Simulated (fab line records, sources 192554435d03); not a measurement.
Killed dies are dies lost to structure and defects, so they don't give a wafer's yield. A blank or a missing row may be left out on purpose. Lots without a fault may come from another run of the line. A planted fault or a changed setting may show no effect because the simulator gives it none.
A struck lot beside a sound one | flow n5_finfet | 25 steps out of a route of 1938
Sound: wafers L340.1, L340.3, L340.5. Struck: wafers L324.2, L324.4, L324.6. The cause comes at the end.
At each step with rows: each side's tool, then ch and its chambers, then its first start. Under that, the readings that differ: sound wafers | struck wafers | difference of the means | sigmas: that difference in standard deviations of wafers without a fault.
alike: readings whose means differ by less than 2 such deviations, and words and numbers that are the same on both sides. not compared: withheld readings, readings that some wafer has no value for, bounds like >300 that may hide the same value, and numbers for which the record gives no deviation and whose values overlap.
The two part at a step that has a row with sigmas, a row that says differs or no value, or rows on one side only. Numbers that don't overlap but have no deviation are shown without sigmas and don't part them. A reading that every wafer of one side lacks parts them only if that side has two wafers or more.

first, 10 steps without rows for these wafers: N5_DUMMY_GATE_UV_OZONE_45 (time 120 s); N5_SPACER0_ALD_07 (deposits SiNx, target thk 2 nm); N5_SPACER0_ALD_00 (deposits SiOCN, target thk 3.5 nm, pulse time 3 s, purge time 2 s); N5_SPACER0_ALD_08 (deposits SiNx, target thk 2 nm); N5_SD_EPI_N_COAT_32 (time 60 s, resist thk 350 nm); N5_SD_EPI_N_COAT_33 (time 60 s, resist thk 35 nm); N5_SD_EPI_N_COAT_03 (resist thk 150 nm); N5_SD_EPI_N_EBR_05; N5_SD_EPI_N_SOFTBAKE_04 (time 60 s); N5_SD_EPI_N_EXPOSE_06 (exposes mask SD N BLK, target cd 120 nm).
N5_SD_EPI_N_PEB_07: peb time 60 s.
  sound on litho_track-03 ch 0, day 8 18:00; struck on litho_track-02 ch 0, day 4 17:41
  reading                  | sound                | struck               | difference | sigmas
  heater_power_total_W (W) | 175.3 173.2 175.3    | 168.3 165.8 166.6    | -7.7       | -5
  plate_temp_C (C)         | 110.20 110.16 110.06 | 106.60 106.68 106.60 | -3.51      | -22
then, 1 step without rows for these wafers: N5_SD_EPI_N_DEVELOP_08 (develop time 30 s).
N5_SD_EPI_N_CD_MEAS_09: target cd 120 nm.
  sound on cd_sem-02 ch 0, day 8 18:04; struck on cd_sem-01 ch 0, day 4 17:46
  reading    | sound             | struck            | difference | sigmas
  cd_nm (nm) | 120.1 120.3 121.0 | 110.6 110.2 110.3 | -10.1      | -16
N5_SD_EPI_N_DESCUM_14: chemistry O2, time 7.9 s.
  sound on rie_diel-05 ch 0,1, day 8 18:17; struck on rie_diel-03 ch 0,3, day 4 17:51
  reading                   | sound             | struck          | difference | sigmas
  model.SD_EPI_N.cd_nm (nm) | 120.2 120.2 120.8 | 110.4 110 110.2 | -10.2      |
  alike: chamber_pressure_mTorr, drypump_motor_current_A, oes_product_au, rf_vpp_V, showerhead_plenum_p_Torr, throttle_valve_pct
  not compared: rf_hours_counter_h
then, 7 steps without rows for these wafers: N5_SD_EPI_N_ETCH_34 (etches SiARC in CF4, target depth 45.5 nm, time 75.8 s); N5_SD_EPI_N_ETCH_35 (etches SOC in N2/H2, overetch 108 nm, time 486 s); N5_SD_EPI_N_STRIP_36 (strips in N2/H2); N5_SD_EPI_N_ETCHBACK_44 (etches SiNx in CH3F/O2, stops on SiO2, target depth 14.5 nm); N5_SD_EPI_N_ETCH_45 (etches SiOCN in CH3F/O2, target depth 6 nm); N5_SD_EPI_N_ETCH_16 (etches SiO2 in CHF3/O2, target depth 5 nm); N5_SD_EPI_N_STRIP_47 (strips in CHF3/O2).
N5_SD_EPI_N_SD_RECESS_17: chemistry HBr/Cl2/O2, target depth 41 nm, time 23.7 s, bt time 3 s.
  sound on rie_si-03 ch 2,3, day 8 18:59; struck on rie_si-02 ch 1,2, day 4 18:32
  reading                   | sound             | struck            | difference | sigmas
  HBr_flow_sccm (sccm)      | 149.7 149.3 148.7 | 150.9 150.9 149.9 | +1.3       | +3
  model.SD_EPI_N.cd_nm (nm) | 119.8 117.8 118.8 | 111.6 111.6 110.6 | -7.5       |
  alike: chamber_pressure_mTorr, drypump_motor_current_A, oes_o_777_au, oes_product_au, throttle_valve_pct
  not compared: rf_hours_counter_h
then, 1 step without rows for these wafers: N5_SD_EPI_N_STRIP_38 (strips in N2/H2).
-- the record jumps here: 5 days lie between the struck wafers' starts before and after (it left off in module SD_EPI_N and takes up again in module BEOL_M4, whose first step shown is number 1111 of the route) --
N5_BEOL_M4_RC_MEAS_101:
  sound on prober-01 ch 0, day 14 23:02; struck on prober-01 ch 0, day 9 20:07
  reading       | sound       | struck      | difference | sigmas
  ION_N (uA/um) | 670 651 662 | 691 671 692 | +24        | +2
  VT_N (mV)     | 251 257 252 | 246 251 244 | -6         | -2
  alike: DIBL_N, DIBL_P, IOFF_N, IOFF_P, ION_P, SS_N, SS_P, VT_P
then, 1 step without rows for these wafers: N5_PASSIVATION_PROBE_49.

WHERE THEY PART
First at N5_SD_EPI_N_PEB_07; last, within this record, at N5_BEOL_M4_RC_MEAS_101.

WHY: what the simulator had put in
Process parameter drift: litho_track-02, from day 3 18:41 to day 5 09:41, at N5_SD_EPI_N_PEB_07. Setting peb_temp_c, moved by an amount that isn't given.
